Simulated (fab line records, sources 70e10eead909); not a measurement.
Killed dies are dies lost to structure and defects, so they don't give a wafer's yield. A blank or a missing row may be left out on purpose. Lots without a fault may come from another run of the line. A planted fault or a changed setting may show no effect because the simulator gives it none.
fab line records | flow nand_harc
record lots=15 wafers=45 last_day=30
route steps=1302 shown A_ZERO_WELL@401 A_CHANNEL_HOLE_D1@450
lots that met no fault: from a run of the same line without faults
start_h: hours from the record's first day to the start of the lot's first wafer shown | wait_h: hours since the lot's step before | " the same as in the row above | L1.1+2: a row that stands for several wafers | - no value, or no start given | * or withheld: withheld | < > ~ a bound
route shown NAME@n: a module of which the file shows steps, and the number in the route of the first | usual: mean/standard deviation of fault-free wafers | same: alike in all rows | chamber/n: place in a boat | sites: the reading at each site | _std_site: their standard deviation | _edge_site: outer sites' mean less inner sites' | radius_mm: how far each site lies from the wafer's centre | mask NAME#n: copy n | behind: the tool/chamber that last shaped the wafer | hold: why the lot was held/for how many hours/how that ended | device: the transistor (n, p or np) that didn't switch | end of line: the same wafers' tests at the end of the route | a step without rows: its recipe alone | killed: dies lost to structure and defects at the first sort, not the wafer's yield | map: a wafer's dies, x killed, . not, _ none there
set.NAME: the setting as run; set.NAME@STEP: as run at that earlier step | model.NAME: the simulator's own value behind a step, which no gauge read
steps of the route over a sample of lots; a table a step, a row a wafer
services: from which hour (start_h, from the record's first day; less than 0 if before it) a tool's chamber was out of use, for how many hours, and why
## steps
# step NHARC_A_ZERO_WELL_CD_MEAS_10
# recipe target_cd_nm=2000 landing_energy_ev=500
# usual cd_nm=2000.0/1.5
# columns lot.wafer tool chamber start_h wait_h cd_nm
L180.2 cd_sem-01 0 143.90 - 1998.7
L180.3 " 0 " " 1999.5
L180.6 " 0 " " 1997.4
L181.2 cd_sem-03 0 151.35 - 2001.0
L181.3 " 0 " " 2000.3
L181.5 " 0 " " 1998.1
L183.2 cd_sem-01 0 173.11 - 1998.4
L183.4 " 0 " " 1998.8
L183.5 " 0 " " 2000.9
L184.2 cd_sem-02 0 187.64 - 2000.1
L184.5 " 0 " " 1999.0
L184.6 " 0 " " 2000.8
L185.3 cd_sem-02 0 188.48 - 1999.8
L185.5 " 0 " " 1997.3
L185.6 " 0 " " 2000.5
L186.1 cd_sem-02 0 199.27 - 2001.5
L186.2 " 0 " " 2002.2
L186.4 " 0 " " 2002.3
L187.2 cd_sem-01 0 209.30 - 1997.7
L187.3 " 0 " " 1997.9
L187.5 " 0 " " 1998.4
L190.4 cd_sem-02 0 238.75 - 2000.9
L190.5 " 0 " " 2001.8
L190.6 " 0 " " 2000.3
L191.2 cd_sem-02 0 249.03 - 2000.2
L191.5 " 0 " " 1999.8
L191.6 " 0 " " 2000.9
L192.2 cd_sem-02 0 252.80 - 2000.7
L192.5 " 0 " " 2001.4
L192.6 " 0 " " 2000.2
L193.2 cd_sem-02 0 267.32 - 1998.5
L193.5 " 0 " " 1997.3
L193.6 " 0 " " 1999.0
L194.1 cd_sem-03 0 284.12 - 2001.1
L194.4 " 0 " " 1999.9
L194.6 " 0 " " 2001.9
L196.3 cd_sem-02 0 301.41 - 1999.0
L196.4 " 0 " " 2000.4
L196.6 " 0 " " 2000.9
L201.2 cd_sem-02 0 352.55 - 2002.2
L201.4 " 0 " " 2000.8
L201.5 " 0 " " 2001.5
L202.2 cd_sem-03 0 361.48 - 2002.8
L202.3 " 0 " " 1999.2
L202.4 " 0 " " 2000.5
# step NHARC_A_ZERO_WELL_DESCUM_12
# recipe time_s=3 o2_flow_sccm=200 ar_flow_sccm=0 bias_power_w=0 chemistry=O2
# usual chamber_pressure_mTorr=60.00/0.049 drypump_motor_current_A=5.6/0.43 oes_product_au=1.000/0.0067 rf_vpp_V=58.0/0.87 showerhead_plenum_p_Torr=1.98/0.052 throttle_valve_pct=11.310/0.0081
# columns lot.wafer tool chamber start_h wait_h chamber_pressure_mTorr drypump_motor_current_A oes_product_au rf_hours_counter_h rf_vpp_V showerhead_plenum_p_Torr throttle_valve_pct
L180.2 rie_diel-10 1 144.05 - 59.98 6.4 1.008 1 57.6 2.00 11.301
L180.3 " 2 " " 60.06 5.0 1.001 2 57.4 2.01 11.317
L180.6 " 1 " " 60.01 6.4 0.992 - 58.7 2.00 11.309
L181.3 rie_diel-08 0 151.53 - 60.04 5.6 1.007 20 57.8 1.91 11.312
L181.2 " 1 " " 60.03 6.1 1.011 22 57.7 1.90 11.310
L181.5 " 2 " " 59.97 5.3 1.009 - 57.3 2.02 11.306
L183.2 rie_diel-10 3 173.29 - 60.01 5.8 1.001 2 58.8 1.94 11.305
L183.5 " 1 " " 59.97 6.4 1.002 - 58.3 2.00 11.317
L183.4 " 0 " " 59.96 5.6 0.998 - 57.1 2.01 11.312
L184.2 rie_diel-08 3 187.82 - 59.99 5.6 1.012 24 58.3 2.04 11.309
L184.5 " 1 " " 60.06 6.1 1.018 - 57.7 1.90 11.316
L184.6 " 2 " " 60.02 5.3 1.011 - 57.8 2.02 11.312
L185.3 rie_diel-12 3 188.63 - 60.08 5.0 1.002 27 59.0 2.07 11.314
L185.6 " 3 " " 60.00 5.0 1.000 - 57.4 2.07 11.307
L185.5 " 0 " " 60.12 5.6 0.994 - 58.1 1.85 11.316
L186.2 rie_diel-10 1 199.44 - 59.98 6.4 1.008 3 58.8 2.00 11.311
L186.1 " 3 " " 60.03 5.8 0.992 4 57.5 1.94 11.311
L186.4 " 0 " " 60.02 5.6 1.004 - 57.7 2.01 11.315
L187.3 rie_diel-10 3 209.46 - 60.01 5.8 0.993 4 58.5 1.94 11.320
L187.2 " 1 " " 59.95 6.4 1.001 3 57.4 2.00 11.299
L187.5 " 2 " " 60.09 4.9 1.007 - 58.6 2.01 11.293
L190.4 rie_diel-08 1 238.92 - 60.01 6.1 1.013 7 58.3 1.89 11.313
L190.5 " 3 " " 60.00 5.6 1.001 - 59.5 2.03 11.321
L190.6 " 0 " " 60.03 5.6 1.015 - 56.4 1.91 11.304
L191.2 rie_diel-12 0 249.21 - 60.01 5.6 0.988 46 57.5 1.84 11.308
L191.6 " 2 " " 60.06 5.9 0.991 - 57.5 1.84 11.301
L191.5 " 3 " " 60.04 5.0 1.003 - 58.8 2.06 11.302
L192.2 rie_diel-10 3 252.96 - 60.03 5.8 1.004 0 59.0 1.94 11.305
L192.6 " 3 " " 59.95 5.7 1.001 - 58.3 1.94 11.328
L192.5 " 0 " " 60.00 5.5 1.002 - 58.5 2.01 11.315
L193.2 rie_diel-08 0 267.50 - 59.97 5.7 1.001 6 56.8 1.91 11.314
L193.5 " 2 " " 59.99 5.3 0.999 - 58.3 2.02 11.303
L193.6 " 3 " " 60.04 5.6 0.996 - 57.1 2.03 11.322
L194.1 rie_diel-10 2 284.30 - 60.03 5.0 1.007 1 58.0 2.01 11.307
L194.6 " 3 " " 59.97 5.8 1.001 - 59.8 1.94 11.310
L194.4 " 0 " " 60.03 5.5 1.003 - 58.9 2.01 11.303
L196.4 rie_diel-10 2 301.57 - 59.99 5.0 0.993 1 57.3 2.01 11.311
L196.3 " 0 " " 59.97 5.6 0.999 1 56.7 2.01 11.315
L196.6 " 1 " " 59.97 6.4 1.008 - 58.4 2.00 11.316
L201.4 rie_diel-08 0 352.73 - 60.09 5.7 1.005 21 57.3 1.90 11.302
L201.2 " 1 " " 59.90 6.1 1.014 24 58.8 1.89 11.318
L201.5 " 2 " " 59.96 5.3 1.002 - 59.4 2.01 11.314
L202.4 rie_diel-10 1 361.63 - 60.07 6.4 1.013 2 57.6 2.00 11.302
L202.3 " 2 " " 60.02 5.0 1.001 3 58.1 2.01 11.307
L202.2 " 0 " " 59.98 5.6 1.009 2 58.7 2.01 11.314
# step NHARC_A_CHANNEL_HOLE_D1_DEP_00
# recipe target_thk_a=31000 temp_c=400 material=aC
# usual throttle_valve_pct=35.001/0.0096
# columns lot.wafer tool chamber start_h wait_h throttle_valve_pct
L180.2 acl_dep-02 0 181.19 0.7 34.991
L180.3 " 0 " " 35.000
L180.6 " 0 " " 35.000
L181.2 acl_dep-03 0 192.87 4.8 34.998
L181.3 " 0 " " 34.997
L181.5 " 0 " " 34.989
L183.2 acl_dep-02 0 209.67 0.4 35.005
L183.4 " 0 " " 34.981
L183.5 " 0 " " 34.996
L185.3 acl_dep-03 0 226.22 1.2 35.020
L185.5 " 0 " " 34.992
L185.6 " 0 " " 34.992
L184.2 acl_dep-01 0 227.02 1.8 35.003
L184.5 " 0 " " 34.976
L184.6 " 0 " " 35.007
L186.1 acl_dep-01 0 236.35 0.3 34.996
L186.2 " 0 " " 35.004
L186.4 " 0 " " 35.014
L187.2 acl_dep-03 0 246.10 0.4 35.021
L187.3 " 0 " " 34.980
L187.5 " 0 " " 34.988
L190.4 acl_dep-03 0 274.57 1.0 34.987
L190.5 " 0 " " 34.995
L190.6 " 0 " " 35.001
L192.2 acl_dep-01 0 285.70 0.4 34.987
L192.5 " 0 " " 35.000
L192.6 " 0 " " 34.996
L191.2 acl_dep-02 0 285.70 0.4 35.002
L191.5 " 0 " " 35.007
L191.6 " 0 " " 34.984
L193.2 acl_dep-02 0 307.06 4.1 34.993
L193.5 " 0 " " 34.996
L193.6 " 0 " " 35.007
L194.1 acl_dep-03 0 323.52 0.1 34.992
L194.4 " 0 " " 34.996
L194.6 " 0 " " 34.993
L196.3 acl_dep-03 0 338.95 1.5 35.028
L196.4 " 0 " " 34.988
L196.6 " 0 " " 34.995
L196.3 acl_dep-03 0 341.04 1.8 35.007
L196.4 " 0 " " 34.994
L196.6 " 0 " " 34.993
L201.2 acl_dep-02 0 391.21 0.4 34.996
L201.4 " 0 " " 35.004
L201.5 " 0 " " 34.991
L201.2 acl_dep-02 0 393.32 1.8 35.002
L201.4 " 0 " " 35.018
L201.5 " 0 " " 34.988
L202.2 acl_dep-03 0 399.10 3.1 35.005
L202.3 " 0 " " 34.990
L202.4 " 0 " " 35.004
L202.2 acl_dep-01 0 401.76 2.3 34.995
L202.3 " 0 " " 34.978
L202.4 " 0 " " 35.016
# step NHARC_A_CHANNEL_HOLE_D1_INSPECT_12
# usual raw_defect_count=5.7/3
# columns lot.wafer tool chamber start_h wait_h raw_defect_count
L180.2 defect_inspect-02 - 183.65 0.0 2
L180.3 " - " " 4
L180.6 " - " " 2
L181.2 defect_inspect-01 - 195.35 0.0 12
L181.3 " - " " 7
L181.5 " - " " 10
L183.2 defect_inspect-02 - 212.16 0.0 3
L183.4 " - " " 4
L183.5 " - " " 2
L185.3 defect_inspect-02 - 228.25 0.0 6
L185.5 " - " " 7
L185.6 " - " " 6
L184.2 defect_inspect-02 - 229.48 0.0 7
L184.5 " - " " 4
L184.6 " - " " 6
L186.1 defect_inspect-01 - 239.14 0.0 2
L186.2 " - " " 5
L186.4 " - " " 0
L187.2 defect_inspect-01 - 248.41 0.0 4
L187.3 " - " " 2
L187.5 " - " " 9
L190.4 defect_inspect-02 - 276.41 0.0 5
L190.5 " - " " 5
L190.6 " - " " 7
L192.2 defect_inspect-01 - 288.14 0.0 9
L192.5 " - " " 10
L192.6 " - " " 9
L191.2 defect_inspect-02 - 288.30 0.0 3
L191.5 " - " " 8
L191.6 " - " " 3
L193.2 defect_inspect-01 - 309.42 0.0 2
L193.5 " - " " 3
L193.6 " - " " 8
L194.1 defect_inspect-02 - 326.13 0.0 10
L194.4 " - " " 6
L194.6 " - " " 6
L196.3 defect_inspect-02 - 343.11 0.0 8
L196.4 " - " " 6
L196.6 " - " " 6
L201.2 defect_inspect-01 - 395.85 0.0 2
L201.4 " - " " 2
L201.5 " - " " 6
L202.2 defect_inspect-01 - 404.23 0.0 7
L202.3 " - " " 4
L202.4 " - " " 3
## services
# columns tool chamber start_h hours kind
rie_diel-12 1 129.18 6.3 repair
acl_dep-02 - 153.96 10.4 repair
rie_diel-10 2 170.03 33.3 repair
acl_dep-02 - 170.88 4.4 repair
rie_diel-08 0 174.86 7.6 repair
acl_dep-01 - 189.44 13.0 pm
rie_diel-08 - 191.55 9.0 pm
rie_diel-12 1 193.13 4.0 repair
rie_diel-10 0 199.88 2.5 repair
rie_diel-08 0 204.61 9.4 repair
rie_diel-10 - 242.50 9.0 pm
acl_dep-02 - 243.27 13.0 pm
rie_diel-12 - 246.98 1.4 repair
rie_diel-12 - 268.40 9.0 pm
rie_diel-10 1 283.19 18.1 repair
acl_dep-03 - 300.46 13.0 pm
rie_diel-12 0 303.83 7.9 repair
rie_diel-12 3 311.86 9.8 repair
rie_diel-08 1 318.78 7.6 repair
rie_diel-10 1 331.43 20.5 repair
rie_diel-08 0 366.36 10.2 repair
rie_diel-08 - 368.63 9.0 pm
acl_dep-01 - 370.44 13.0 pm
rie_diel-08 0 391.07 14.0 repair
## key
first_sign step=NHARC_A_CHANNEL_HOLE_D1_DEP_00 reading=visit direction=added
effect none on later readings
met_at NHARC_A_CHANNEL_HOLE_D1_DEP_00
struck_lots L196,L201,L202
later_rows_left_out L196.3,L196.4,L196.6,L201.2,L201.4,L201.5,L202.2,L202.3,L202.4
sort_left_out L196.3,L196.4,L196.6,L201.2,L201.4,L201.5,L202.2,L202.3,L202.4
tester_left_out L196,L201,L202
not_acting_at NHARC_A_ZERO_WELL_CD_MEAS_10,NHARC_A_ZERO_WELL_DESCUM_12,NHARC_A_CHANNEL_HOLE_D1_INSPECT_12
fault kind=repeated_step_whole tool=acl_dep-01,acl_dep-02,acl_dep-03 chamber=- onset_h=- steps=NHARC_A_CHANNEL_HOLE_D1_DEP_00 times=1 scope=struck_lots_only
# tester_left_out: of these lots the tester's yield and bins aren't shown, on N5 and GAA mostly nor the transistor test; their killed dies are dies lost to structure and defects alone, not to doping, threshold or leakage, so they don't give the yield
# sort_left_out: the simulated sort isn't trusted on such a fault, so these wafers' sort isn't shown, and their yield isn't known
# later_rows_left_out: the simulator's readings of these wafers behind a module that went badly wrong aren't trusted and aren't shown, but for the sort
